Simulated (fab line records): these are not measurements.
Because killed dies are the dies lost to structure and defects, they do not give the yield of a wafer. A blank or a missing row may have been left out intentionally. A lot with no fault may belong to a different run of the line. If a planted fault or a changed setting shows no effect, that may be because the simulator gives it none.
fab line records	flow nand_harc
[record] lots = 6	wafers = 18	last_day = 32
route steps=1302 shown A_CHANNEL_FILL_D1@495 END@1302
lots with no fault: from the same line, run without faults
start_h: hours from the record's opening day to when the first of the lot's shown wafers began	wait_h: how many hours have passed since the lot's step before this one	" the same as in the row above	L1.1+2: one row covering several wafers at once	- no value present, or no start provided	* or withheld: withheld	< > ~ a bound
route shown NAME@n: NAME is a module with steps in the file, n the number in the route of the first one	usual: the fault-free wafers' mean and standard deviation	same: alike in all rows	chamber/n: place in a boat	sites: each site's reading	_std_site: their standard deviation	_edge_site: mean of outer sites minus mean of inner sites	radius_mm: for every site, how far away it sits from the centre of the wafer	mask NAME#n: copy n	behind: the most recent tool/chamber to have shaped the wafer	hold: the reason the lot was held/the length of the hold in hours/how it ended	device: the n, p or np transistor that did not switch	end of line: tests run on the same wafers once the route is complete	a step with no rows: only its recipe	killed: the dies lost at the first sort to structure and to defects; this is not the yield of the wafer	map: the dies of a wafer, with x for killed, . for not killed, _ for no die there
set.NAME: the setting the step ran with; set.NAME@STEP: the setting that earlier step ran with	model.NAME: the simulator's own value behind a step, which no gauge read
lots at selected steps of the route; one table per step, one row per wafer
services: when a tool's chamber went out of use (start_h, in hours from the record's first day, below 0 if earlier), for how many hours, and the reason
[[steps]]
[step NHARC_A_CHANNEL_FILL_D1_ALD_15]
[recipe] target_thk_a = 20	pulse_time_s = 60	ald_cycles = 19	temp_c = 630	pressure_torr = 2	material = SiNx
[usual] ald_cycles = 19/0	precursor_pulse_height_rel = 0.999/0.021
[same] pulse_time_s = 60
lot.wafer	tool	chamber	start_h	wait_h	ald_cycles	precursor_pulse_height_rel
L864.1	ald_sin_batch-02	0	-	-	19	1.037
L864.3	"	0	"	"	19	0.968
L864.5	"	0	"	"	19	1.024
L866.4	ald_sin_batch-02	0	-	-	19	0.956
L866.5	"	0	"	"	19	0.994
L866.6	"	0	"	"	19	0.998
L868.3	ald_sin_batch-01	0	-	-	19	1.029
L868.4	"	0	"	"	19	0.996
L868.5	"	0	"	"	19	1.002
L876.1	ald_sin_batch-01	0	-	-	19	0.967
L876.3	"	0	"	"	19	1.004
L876.5	"	0	"	"	19	0.981
L883.1	ald_sin_batch-02	0	-	-	19	0.992
L883.3	"	0	"	"	19	0.991
L883.5	"	0	"	"	19	0.968
L884.2	ald_sin_batch-01	0	-	-	19	0.985
L884.3	"	0	"	"	19	0.969
L884.4	"	0	"	"	19	1.019
[step NHARC_A_CHANNEL_FILL_D1_ALD_16]
[recipe] target_thk_a = 15	pulse_time_s = 10	ald_cycles = 15	temp_c = 300	material = SiO2
[usual] ald_cycles = 15/0	heater_power_w = 468/54	precursor_pulse_height_rel = 0.999/0.02
[same] pulse_time_s = 10
lot.wafer	tool	chamber	start_h	wait_h	ald_cycles	heater_power_w	precursor_pulse_height_rel
L864.3	ald_hk-03	3	207.69	0.0	15	562	1.018
L864.1	"	0	"	"	15	367	0.979
L864.5	"	0	"	"	15	374	1.019
L866.4	ald_hk-01	2	213.16	0.1	15	481	0.961
L866.6	"	1	"	"	15	542	0.979
L866.5	"	2	"	"	15	489	1.001
L868.4	ald_hk-03	3	244.80	0.1	15	537	0.992
L868.3	"	1	"	"	15	417	0.977
L868.5	"	3	"	"	15	552	0.983
L876.3	ald_hk-01	1	314.33	0.0	15	530	0.995
L876.1	"	0	"	"	15	406	0.979
L876.5	"	2	"	"	15	464	0.974
L883.3	ald_hk-01	0	392.61	0.1	15	403	0.990
L883.1	"	3	"	"	15	512	0.998
L883.5	"	1	"	"	15	519	0.988
L884.2	ald_hk-01	2	404.58	0.0	15	471	0.999
L884.3	"	3	"	"	15	522	0.991
L884.4	"	1	"	"	15	535	1.003
[step NHARC_A_CHANNEL_FILL_D1_ANNEAL_17]
[recipe] temp_c = 850	time_s = 1800
[step NHARC_A_CHANNEL_FILL_D1_CVD_18]
[recipe] target_thk_a = 30	temp_c = 550	material = poly-Si
[step NHARC_A_CHANNEL_FILL_D1_ETCHBACK_19]
[recipe] target_depth_a = 50	time_s = 1.7	hbr_flow_sccm = 150	cl2_flow_sccm = 50	rf_w = 400	icp_w = 400	bias_w = 100	chemistry = HBr/Cl2
[usual] drypump_motor_current_A = 5.7/0.39	he_backside_leak_sccm = 2.61/0.24	oes_product_au = 1.000/0.0067	throttle_valve_pct = 26.406/0.0087
lot.wafer	tool	chamber	start_h	wait_h	drypump_motor_current_A	he_backside_leak_sccm	oes_product_au	rf_hours_counter_h	throttle_valve_pct
L864.3	rie_si-01	1	219.74	0.4	5.9	2.95	0.994	0.0	26.414
L864.1	"	3	"	"	5.7	2.70	1.000	0.0	26.395
L864.5	"	0	"	"	5.2	2.15	1.002	-	26.399
L866.4	rie_si-02	3	226.77	0.4	5.8	2.34	0.997	0.8	26.407
L866.6	"	1	"	"	6.6	2.39	1.004	-	26.407
L866.5	"	2	"	"	4.9	2.67	1.006	-	26.399
L868.3	rie_si-03	1	256.71	0.4	6.2	2.56	1.006	0.1	26.398
L868.4	"	2	"	"	5.9	2.54	1.016	0.1	26.418
L868.5	"	1	"	"	6.2	2.52	1.005	-	26.409
L876.3	rie_si-03	2	326.53	0.4	5.9	2.67	0.997	0.5	26.409
L876.1	"	3	"	"	5.7	2.74	1.003	0.6	26.406
L876.5	"	2	"	"	5.9	2.69	1.004	-	26.409
L883.1	rie_si-02	3	405.79	0.4	5.8	2.34	1.000	0.9	26.399
L883.3	"	2	"	"	4.9	2.56	1.003	0.9	26.412
L883.5	"	0	"	"	5.3	2.84	1.007	-	26.422
L884.3	rie_si-02	2	416.31	0.4	4.9	2.65	1.000	0.9	26.411
L884.2	"	3	"	"	5.8	2.50	0.999	0.9	26.401
L884.4	"	0	"	"	5.2	2.83	1.002	0.8	26.422
[step NHARC_A_CHANNEL_FILL_D1_ETCHBACK_20]
[recipe] target_depth_a = 270	time_s = 13.5	c4f8_flow_sccm = withheld	o2_flow_sccm = 8	ar_flow_sccm = withheld	rf_w = 600	bias_w = 1500	chemistry = C4F8/O2/Ar
[usual] oes_product_au = 0.985/0.026	rf_vpp_V = 980/5.5
lot.wafer	tool	chamber	start_h	wait_h	oes_product_au	rf_hours_counter_h	rf_vpp_V
L864.1	rie_diel-13	1	219.85	-	1.009	1.2	976
L864.3	"	3	"	"	1.004	2.1	986
L864.5	"	2	"	"	1.012	-	981
L866.4	rie_diel-08	2	226.87	-	0.970	0.8	980
L866.6	"	2	"	"	0.974	-	981
L866.5	"	3	"	"	0.972	-	986
L868.4	rie_diel-08	1	256.82	-	0.989	1.7	975
L868.3	"	2	"	"	1.002	1.8	979
L868.5	"	2	"	"	0.992	-	980
L876.3	rie_diel-10	0	326.65	-	0.980	3.8	988
L876.1	"	2	"	"	0.970	4.8	976
L876.5	"	0	"	"	0.975	-	989
L883.3	rie_diel-08	3	405.91	-	0.989	1.3	986
L883.1	"	1	"	"	0.998	1.2	976
L883.5	"	2	"	"	1.009	-	981
L884.2	rie_diel-13	1	416.44	-	1.006	2.7	975
L884.3	"	0	"	"	1.006	2.7	982
L884.4	"	0	"	"	1.001	-	984
[step NHARC_A_CHANNEL_FILL_D1_STRIP_28]
[recipe] time_s = 20	o2_flow_sccm = 500	ar_flow_sccm = 0	bias_w = 0	chemistry = O2
[usual] drypump_motor_current_A = 6.0/0.36	oes_product_au = 1.002/0.0089	rf_vpp_V = 57.9/0.82	showerhead_plenum_p_Torr = 3.56/0.15	throttle_valve_pct = 17.037/0.0099
lot.wafer	tool	chamber	start_h	wait_h	drypump_motor_current_A	oes_product_au	rf_hours_counter_h	rf_vpp_V	showerhead_plenum_p_Torr	throttle_valve_pct
L864.3	rie_diel-13	3	219.95	0.1	6.1	1.009	2.1	58.3	3.74	17.041
L864.1	"	1	"	"	6.3	1.015	1.2	58.2	3.45	17.042
L864.5	"	0	"	"	6.3	0.988	-	58.0	3.66	17.060
L866.4	rie_diel-08	2	226.97	0.1	5.4	1.010	0.8	57.1	3.56	17.017
L866.6	"	3	"	"	6.3	1.000	-	57.8	3.75	17.035
L866.5	"	0	"	"	5.6	1.012	-	57.0	3.38	17.029
L868.3	rie_diel-08	3	256.91	0.1	6.3	0.998	1.7	57.8	3.75	17.039
L868.4	"	0	"	"	5.7	1.018	1.5	56.1	3.38	17.036
L868.5	"	0	"	"	5.6	1.008	-	57.6	3.38	17.025
L876.1	rie_diel-10	3	326.75	0.1	6.3	1.006	4.8	59.0	3.62	17.044
L876.3	"	0	"	"	5.6	0.986	3.8	57.3	3.78	17.047
L876.5	"	3	"	"	6.4	0.997	-	59.0	3.62	17.042
L883.1	rie_diel-08	1	406.03	0.1	5.5	1.014	1.2	58.2	3.45	17.026
L883.3	"	2	"	"	5.4	1.000	1.4	59.7	3.56	17.042
L883.5	"	1	"	"	5.4	1.013	-	57.5	3.45	17.041
L884.2	rie_diel-13	0	416.55	0.1	6.2	1.008	2.7	58.8	3.65	17.030
L884.3	"	3	"	"	6.1	1.011	3.0	58.1	3.74	17.027
L884.4	"	1	"	"	6.3	1.012	-	58.4	3.45	17.029
[step NHARC_A_CHANNEL_FILL_D1_PRECLEAN_21]
[recipe] time_s = 30	chemistry = dHF
[step NHARC_A_CHANNEL_FILL_D1_SRD_23]
[step NHARC_A_CHANNEL_FILL_D1_CVD_05]
[recipe] target_thk_a = 50	temp_c = 550	material = poly-Si
[step NHARC_A_CHANNEL_FILL_D1_ANNEAL_22]
[recipe] temp_c = 620	time_s = 7200
[step NHARC_A_CHANNEL_FILL_D1_ALD_25]
[recipe] target_thk_a = 600	pulse_time_s = 10	ald_cycles = 600	temp_c = 300	material = SiOx
[usual] ald_cycles = 600/0	heater_power_w = 471/52	precursor_pulse_height_rel = 1.001/0.021
[same] pulse_time_s = 10
lot.wafer	tool	chamber	start_h	wait_h	ald_cycles	heater_power_w	precursor_pulse_height_rel
L864.1	ald_hk-01	0	232.36	0.7	600	400	0.975
L864.3	"	2	233.58	1.9	600	493	1.010
L864.5	"	0	234.79	3.1	600	410	0.984
L866.4	ald_hk-01	1	243.21	1.3	600	540	1.027
L866.5	"	3	244.44	2.5	600	519	0.991
L866.6	"	0	"	"	600	418	1.018
L868.3	ald_hk-01	3	271.11	0.1	600	538	1.034
L868.4	"	2	272.97	1.9	600	508	1.014
L868.5	"	0	274.21	3.1	600	396	1.003
L876.3	ald_hk-04	0	340.50	0.1	600	429	0.965
L876.1	"	3	342.36	1.9	600	459	0.983
L876.5	"	1	343.60	3.2	600	484	1.045
L883.3	ald_hk-01	0	420.75	0.1	600	407	1.010
L883.1	"	2	421.97	1.3	600	447	1.022
L883.5	"	1	423.81	3.1	531	538	1.021
L884.4	ald_hk-01	3	428.43	0.1	600	515	1.008
L884.2	"	0	"	"	600	409	1.002
L884.3	"	1	"	"	531	525	0.986
[step NHARC_A_CHANNEL_FILL_D1_ETCHBACK_08]
[recipe] target_depth_a = 2200	time_s = 110	c4f8_flow_sccm = 20	ar_flow_sccm = withheld	rf_w = 600	bias_w = 300	chemistry = C4F8
[step NHARC_END_SORT_01]
[recipe] temp_c = 25
[usual] killed_at_array = 56/19	killed_at_other = 1.0/1.5	killed_at_periphery = 3.4/2.4	killed_dies = 60/19	killed_open = 3.3/1.8	killed_short = 2.4/1.7
[same] gross_dies = 677
lot.wafer	tool	chamber	start_h	wait_h	killed_at_array	killed_at_other	killed_at_periphery	killed_dies	killed_open	killed_short
L866.4	prober-02	0	584.07	3.4	88	0	5	93	4	3
L866.5	prober-02	0	584.86	3.7	74	0	4	78	1	6
L866.6	prober-02	0	585.65	4.0	83	1	3	87	4	4
L868.3	prober-01	0	616.86	3.1	73	1	2	76	5	0
L868.4	prober-01	0	617.67	3.4	69	0	5	74	4	4
L868.5	prober-01	0	618.47	3.7	58	0	3	61	5	1
L876.1	prober-01	0	660.50	2.5	47	0	4	51	4	1
L876.3	prober-01	0	662.08	3.1	41	2	4	47	4	2
L876.5	prober-01	0	663.66	3.7	42	0	1	43	1	3
L883.1	prober-01	0	761.44	2.5	60	2	8	70	5	5
L883.3	prober-01	0	763.04	3.1	64	2	1	67	2	2
L883.5	prober-01	0	764.65	3.7	58	1	2	61	4	0
// killed by level:class
L866.4 A_CHANNEL_HOLE_D1:chamber_film_flake=31 A_CHANNEL_HOLE_D2:chamber_film_flake=30 A_SLIT:chamber_film_flake=16 P_CONTACT:geometric_particle:open=2 P_GATE:chamber_film_flake=2 A_STAIRCASE:chamber_film_flake=2 A_WL_FILL:chamber_film_flake=2 A_CONTACT:chamber_film_flake=2
L866.5 A_CHANNEL_HOLE_D2:chamber_film_flake=29 A_CHANNEL_HOLE_D1:chamber_film_flake=18 A_SLIT:chamber_film_flake=14 A_STAIRCASE:chamber_film_flake=3 A_CONTACT:chamber_film_flake=3 P_CONTACT:geometric_particle:short=1 A_SOURCE_PLATE:geometric_particle:short=1 A_ONON_D1:geometric_particle:short=1
L866.6 A_CHANNEL_HOLE_D2:chamber_film_flake=30 A_CHANNEL_HOLE_D1:chamber_film_flake=18 A_SLIT:chamber_film_flake=18 A_CONTACT:chamber_film_flake=4 A_STAIRCASE:chamber_film_flake=3 A_CHANNEL_FILL_D1:geometric_particle:open=2 P_ZERO_WELL:chamber_film_flake=2 A_WL_FILL:chamber_film_flake=2
L868.3 A_CHANNEL_HOLE_D2:chamber_film_flake=34 A_SLIT:chamber_film_flake=27 A_STAIRCASE:chamber_film_flake=4 A_WL_FILL:geometric_particle:open=2 A_CHANNEL_HOLE_D1:chamber_film_flake=2 A_ONON_D2:geometric_particle:open=1 A_BLC:geometric_particle:open=1 A_M0:geometric_particle:open=1
L868.4 A_CHANNEL_HOLE_D2:chamber_film_flake=34 A_SLIT:chamber_film_flake=19 A_CHANNEL_FILL_D1:chamber_film_flake=3 A_STAIRCASE:chamber_film_flake=3 P_GATE:chamber_film_flake=2 A_WL_FILL:chamber_film_flake=2 P_GATE:geometric_particle:short=1 P_CONTACT:geometric_particle:open=1
L868.5 A_CHANNEL_HOLE_D2:chamber_film_flake=35 A_SLIT:chamber_film_flake=11 A_STAIRCASE:chamber_film_flake=4 A_CHANNEL_HOLE_D1:chamber_film_flake=3 P_ZERO_WELL:geometric_particle:open=1 P_M0:geometric_particle:open=1 A_ONON_D1:geometric_particle:open=1 A_CHANNEL_FILL_D1:geometric_particle:open=1
L876.1 A_CHANNEL_HOLE_D1:chamber_film_flake=36 A_STAIRCASE:chamber_film_flake=4 A_CONTACT:chamber_film_flake=3 P_CONTACT:geometric_particle:open=2 P_GATE:geometric_particle:open=1 P_CONTACT:geometric_particle:short=1 A_M0:geometric_particle:open=1 A_DECK1_JOINT:chamber_film_flake=1
L876.3 A_CHANNEL_HOLE_D1:chamber_film_flake=23 A_DECK1_JOINT:chamber_film_flake=3 A_SLIT:chamber_film_flake=3 A_CONTACT:chamber_film_flake=3 P_GATE:geometric_particle:open=2 A_CHANNEL_HOLE_D2:chamber_film_flake=2 A_STAIRCASE:chamber_film_flake=2 P_GATE:geometric_particle:short=1
L876.5 A_CHANNEL_HOLE_D1:chamber_film_flake=26 A_WL_FILL:chamber_film_flake=4 A_SLIT:chamber_film_flake=2 A_STAIRCASE:chamber_film_flake=2 A_CONTACT:chamber_film_flake=2 A_ONON_D1:geometric_particle:short=1 A_CHANNEL_FILL_D1:geometric_particle:open=1 A_CHANNEL_FILL_D1:geometric_particle:short=1
L883.1 A_CHANNEL_HOLE_D1:chamber_film_flake=28 A_CHANNEL_HOLE_D2:chamber_film_flake=21 P_M1:geometric_particle:open=2 A_SGD_CUT:geometric_particle:short=2 P_STI:chamber_film_flake=2 P_CONTACT:chamber_film_flake=2 A_SLIT:chamber_film_flake=2 THIN_TSV:chamber_film_flake=2
L883.3 A_CHANNEL_HOLE_D1:chamber_film_flake=32 A_CHANNEL_HOLE_D2:chamber_film_flake=17 A_CONTACT:chamber_film_flake=5 A_STAIRCASE:chamber_film_flake=3 A_ONON_D1:geometric_particle:short=2 A_SLIT:chamber_film_flake=2 THIN_TSV:chamber_film_flake=2 A_CHANNEL_FILL_D1:geometric_particle:open=1
L883.5 A_CHANNEL_HOLE_D1:chamber_film_flake=26 A_CHANNEL_HOLE_D2:chamber_film_flake=19 A_SLIT:chamber_film_flake=6 A_WL_FILL:geometric_particle:open=2 P_M0:geometric_particle:open=1 A_ONON_D1:geometric_particle:open=1 P_GATE:chamber_film_flake=1 A_DECK1_JOINT:chamber_film_flake=1
[[services]]
tool	chamber	start_h	hours	kind
rie_diel-10	-	189.75	0.5	repair
rie_diel-08	-	190.88	9.0	pm
rie_diel-08	-	203.60	4.1	repair
rie_si-03	-	203.90	0.7	repair
rie_si-03	-	221.00	9.0	pm
ald_hk-03	-	225.05	10.0	pm
rie_diel-10	-	242.50	9.0	pm
rie_diel-08	0	243.24	6.7	repair
rie_diel-13	3	255.16	5.2	repair
ald_sin_batch-02	-	266.00	26.0	pm
rie_si-03	0	270.08	9.8	repair
rie_si-02	-	277.00	9.0	pm
rie_diel-10	0	293.94	6.4	repair
ald_hk-01	-	299.18	10.0	pm
rie_diel-13	-	304.13	1.0	repair
rie_si-02	1	313.58	30.5	repair
ald_hk-01	-	333.77	25.4	repair
rie_diel-13	3	341.83	5.2	repair
rie_diel-13	-	342.00	9.0	pm
rie_diel-08	-	367.88	9.0	pm
rie_diel-13	3	376.89	7.4	repair
rie_diel-08	0	396.63	9.9	repair
rie_diel-13	2	406.27	13.1	repair
rie_diel-08	-	422.20	0.6	repair
[[key]]
[first_sign] step = NHARC_A_CHANNEL_FILL_D1_ALD_25	reading = ald_cycles	direction = down	sigmas = 99+	usual = 600	struck = 531
effect none on later readings
met_at NHARC_A_CHANNEL_FILL_D1_ALD_25
struck_wafers L883.5,L884.3
tester_left_out L883,L884
onset_between 243.21 420.75
[fault] kind = process_parameter_drift	tool = ald_hk-01	chamber = 1	onset_h = 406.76	steps = NHARC_A_CHANNEL_FILL_D1_ALD_25	channel = ald_cycles	offset = -69	shape = step	end_h = 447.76	acts_in = these_recipes_only	stated = 600
// tester_left_out: of these lots the tester's yield and bins aren't shown, on N5 and GAA mostly nor the transistor test; their killed dies are dies lost to structure and defects alone, not to doping, threshold or leakage, so they don't give the yield
